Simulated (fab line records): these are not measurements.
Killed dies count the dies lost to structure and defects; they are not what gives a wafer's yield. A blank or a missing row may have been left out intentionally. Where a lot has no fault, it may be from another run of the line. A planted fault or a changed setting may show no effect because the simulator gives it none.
Split-lot experiment / flow n5-finfet / route with 1938 steps; 7 lots, 39 wafers read

THE SPLIT ITSELF
At N5_MOL_CONTACT_COAG_ETCH_47 (etches SiNx in CH3F/O2, stops on W, target depth 27 nm), the setting source-w was moved away from the recipe's 395 W on 12 of the 39 wafers read, by -19.1% to +18.8%. For the rest of the wafers, this setting stayed at what the recipe calls for.

The reading is taken at the split's own step.

THE READING
rf-vpp-V, in V, at N5_MOL_CONTACT_COAG_ETCH_47 (etches SiNx in CH3F/O2, stops on W, target depth 27 nm). Fault-free wafers of this fab line usually give 298.9 V, standard deviation 2.6 V.

wafer=L077.1; tool, chamber at the split=rie-diel-01, 2; source-w as run, W=395; against the recipe=recipe; rf-vpp-V, V=298.2; against lot-mates on the recipe=-
wafer=L077.2; tool, chamber at the split=rie-diel-01, 1; source-w as run, W=395; against the recipe=recipe; rf-vpp-V, V=299.8; against lot-mates on the recipe=-
wafer=L077.3; tool, chamber at the split=rie-diel-01, 3; source-w as run, W=395; against the recipe=recipe; rf-vpp-V, V=301.5; against lot-mates on the recipe=-
wafer=L077.4; tool, chamber at the split=rie-diel-01, 0; source-w as run, W=395; against the recipe=recipe; rf-vpp-V, V=297.9; against lot-mates on the recipe=-
wafer=L077.5; tool, chamber at the split=rie-diel-01, 2; source-w as run, W=395; against the recipe=recipe; rf-vpp-V, V=298.9; against lot-mates on the recipe=-
wafer=L077.6; tool, chamber at the split=rie-diel-01, 3; source-w as run, W=395; against the recipe=recipe; rf-vpp-V, V=303.0; against lot-mates on the recipe=-
wafer=L078.1; tool, chamber at the split=rie-diel-01, 3; source-w as run, W=428.5; against the recipe=+8.5%; rf-vpp-V, V=292.6; against lot-mates on the recipe=-5.6
wafer=L078.2; tool, chamber at the split=rie-diel-01, 1; source-w as run, W=395; against the recipe=recipe; rf-vpp-V, V=299.7; against lot-mates on the recipe=-
wafer=L078.3; tool, chamber at the split=rie-diel-01, 0; source-w as run, W=395; against the recipe=recipe; rf-vpp-V, V=296.6; against lot-mates on the recipe=-
wafer=L078.4; tool, chamber at the split=rie-diel-01, 2; source-w as run, W=395; against the recipe=recipe; rf-vpp-V, V=298.4; against lot-mates on the recipe=-
wafer=L078.5; tool, chamber at the split=rie-diel-01, 3; source-w as run, W=428.5; against the recipe=+8.5%; rf-vpp-V, V=291.9; against lot-mates on the recipe=-6.3
wafer=L078.6; tool, chamber at the split=rie-diel-01, 0; source-w as run, W=428.5; against the recipe=+8.5%; rf-vpp-V, V=287.3; against lot-mates on the recipe=-10.9
wafer=L079.1; tool, chamber at the split=rie-diel-01, 1; source-w as run, W=395; against the recipe=recipe; rf-vpp-V, V=299.5; against lot-mates on the recipe=-
wafer=L079.2; tool, chamber at the split=rie-diel-01, 0; source-w as run, W=446.6; against the recipe=+13.1%; rf-vpp-V, V=279.3; against lot-mates on the recipe=-20.8
wafer=L079.3; tool, chamber at the split=rie-diel-01, 2; source-w as run, W=446.6; against the recipe=+13.1%; rf-vpp-V, V=281.6; against lot-mates on the recipe=-18.5
wafer=L079.4; tool, chamber at the split=rie-diel-01, 3; source-w as run, W=395; against the recipe=recipe; rf-vpp-V, V=301.9; against lot-mates on the recipe=-
wafer=L079.5; tool, chamber at the split=rie-diel-01, 0; source-w as run, W=446.6; against the recipe=+13.1%; rf-vpp-V, V=281.9; against lot-mates on the recipe=-18.2
wafer=L079.6; tool, chamber at the split=rie-diel-01, 1; source-w as run, W=395; against the recipe=recipe; rf-vpp-V, V=298.9; against lot-mates on the recipe=-
wafer=L081.1; tool, chamber at the split=rie-diel-02, 2; source-w as run, W=395; against the recipe=recipe; rf-vpp-V, V=296.3; against lot-mates on the recipe=-
wafer=L081.2; tool, chamber at the split=rie-diel-02, 0; source-w as run, W=319.7; against the recipe=-19.1%; rf-vpp-V, V=332.5; against lot-mates on the recipe=+34.9
wafer=L081.3; tool, chamber at the split=rie-diel-02, 1; source-w as run, W=395; against the recipe=recipe; rf-vpp-V, V=300.0; against lot-mates on the recipe=-
wafer=L081.4; tool, chamber at the split=rie-diel-02, 3; source-w as run, W=395; against the recipe=recipe; rf-vpp-V, V=296.6; against lot-mates on the recipe=-
wafer=L081.5; tool, chamber at the split=rie-diel-02, 1; source-w as run, W=319.7; against the recipe=-19.1%; rf-vpp-V, V=330.6; against lot-mates on the recipe=+33.0
wafer=L081.6; tool, chamber at the split=rie-diel-02, 2; source-w as run, W=319.7; against the recipe=-19.1%; rf-vpp-V, V=324.9; against lot-mates on the recipe=+27.3
wafer=L090.3; tool, chamber at the split=rie-diel-02, 0; source-w as run, W=395; against the recipe=recipe; rf-vpp-V, V=301.1; against lot-mates on the recipe=-
wafer=L090.5; tool, chamber at the split=rie-diel-02, 2; source-w as run, W=395; against the recipe=recipe; rf-vpp-V, V=293.9; against lot-mates on the recipe=-
wafer=L090.6; tool, chamber at the split=rie-diel-02, 0; source-w as run, W=395; against the recipe=recipe; rf-vpp-V, V=301.5; against lot-mates on the recipe=-
wafer=L094.1; tool, chamber at the split=rie-diel-02, 2; source-w as run, W=469.4; against the recipe=+18.8%; rf-vpp-V, V=271.6; against lot-mates on the recipe=-27.4
wafer=L094.2; tool, chamber at the split=rie-diel-02, 0; source-w as run, W=469.4; against the recipe=+18.8%; rf-vpp-V, V=278.2; against lot-mates on the recipe=-20.8
wafer=L094.3; tool, chamber at the split=rie-diel-02, 1; source-w as run, W=469.4; against the recipe=+18.8%; rf-vpp-V, V=275.4; against lot-mates on the recipe=-23.6
wafer=L094.4; tool, chamber at the split=rie-diel-02, 1; source-w as run, W=395; against the recipe=recipe; rf-vpp-V, V=300.2; against lot-mates on the recipe=-
wafer=L094.5; tool, chamber at the split=rie-diel-02, 2; source-w as run, W=395; against the recipe=recipe; rf-vpp-V, V=293.2; against lot-mates on the recipe=-
wafer=L094.6; tool, chamber at the split=rie-diel-02, 0; source-w as run, W=395; against the recipe=recipe; rf-vpp-V, V=303.5; against lot-mates on the recipe=-
wafer=L097.1; tool, chamber at the split=rie-diel-02, 1; source-w as run, W=395; against the recipe=recipe; rf-vpp-V, V=300.4; against lot-mates on the recipe=-
wafer=L097.2; tool, chamber at the split=rie-diel-02, 3; source-w as run, W=395; against the recipe=recipe; rf-vpp-V, V=297.9; against lot-mates on the recipe=-
wafer=L097.3; tool, chamber at the split=rie-diel-02, 0; source-w as run, W=395; against the recipe=recipe; rf-vpp-V, V=301.3; against lot-mates on the recipe=-
wafer=L097.4; tool, chamber at the split=rie-diel-02, 1; source-w as run, W=395; against the recipe=recipe; rf-vpp-V, V=299.4; against lot-mates on the recipe=-
wafer=L097.5; tool, chamber at the split=rie-diel-02, 0; source-w as run, W=395; against the recipe=recipe; rf-vpp-V, V=302.1; against lot-mates on the recipe=-
wafer=L097.6; tool, chamber at the split=rie-diel-02, 3; source-w as run, W=395; against the recipe=recipe; rf-vpp-V, V=295.9; against lot-mates on the recipe=-

FIT RESULTS
A straight line over all 39 wafers: rf-vpp-V changes by -1.41 V for each +1% of source-w; r = -0.97; the points scatter about the line by 2.9 V.
The same after taking each lot's own level away (the mean of its wafers on the recipe; 39 wafers): -1.45 V for each +1%; r = -0.97; scatter 3.1 V.
According to that fit, moving source-w by its largest amount changes the reading by 28 V.
The span of the lots' own levels, 297.63 to 300.10 V, comes to 0.9 times the standard deviation stated above.
The two slopes are in agreement: the lot-to-lot level therefore moves the slope only a little.
Check: +27.1 V against its lot-mates is what the line predicts for one of the wafers moved furthest among these (-19.1%) when that wafer is left out of the fit. Against them it came out at +34.9 V.
Tool readings at the split's step, against how far the setting was moved: etch-rf-on-time-s r = -0.91; rf-vpp-V r = -0.97.

ADDITIONAL SPLITS CARRIED BY THESE WAFERS
These wafers also went through other splits before the reading. Each is held against what the fit with the lots' levels taken away leaves over:
other split on the same wafers=N5_DUMMY_GATE_ETCH_42 bias-w; wafers away from the commonest value=12; r with rf-vpp-V (lot level and that fit taken away)=+0.10
other split on the same wafers=N5_GATE_CUT_ETCH_56 icp-w; wafers away from the commonest value=15; r with rf-vpp-V (lot level and that fit taken away)=-0.14

THE WHOLE CHAIN: every reading that the file lists as answering this split, in the file's order
step=N5_MOL_CONTACT_COAG_ETCH_47; what it does=etches SiNx in CH3F/O2, stops on W, target depth 27 nm; reading=etch-rf-on-time-s; change (the file's fit)=withheld for each +1% of the setting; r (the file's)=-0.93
step=N5_MOL_CONTACT_COAG_ETCH_47; what it does=etches SiNx in CH3F/O2, stops on W, target depth 27 nm; reading=rf-vpp-V; change (the file's fit)=-1.43 V for each +1% of the setting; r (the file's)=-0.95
step=N5_MOL_CONTACT_COAG_ETCH_47; what it does=etches SiNx in CH3F/O2, stops on W, target depth 27 nm; reading=etch.t-clear-s (the simulator's own value, which no gauge read); change (the file's fit)=-0.0933 s for each +1% of the setting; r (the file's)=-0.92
step=N5_MOL_CONTACT_COAG_ETCH_47; what it does=etches SiNx in CH3F/O2, stops on W, target depth 27 nm; reading=etch.over-etch-s (the simulator's own value, which no gauge read); change (the file's fit)=-0.0187 s for each +1% of the setting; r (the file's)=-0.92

FILE'S OWN FIT
rf-vpp-V changes by -1.43 V for each +1% of source-w, r = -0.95.
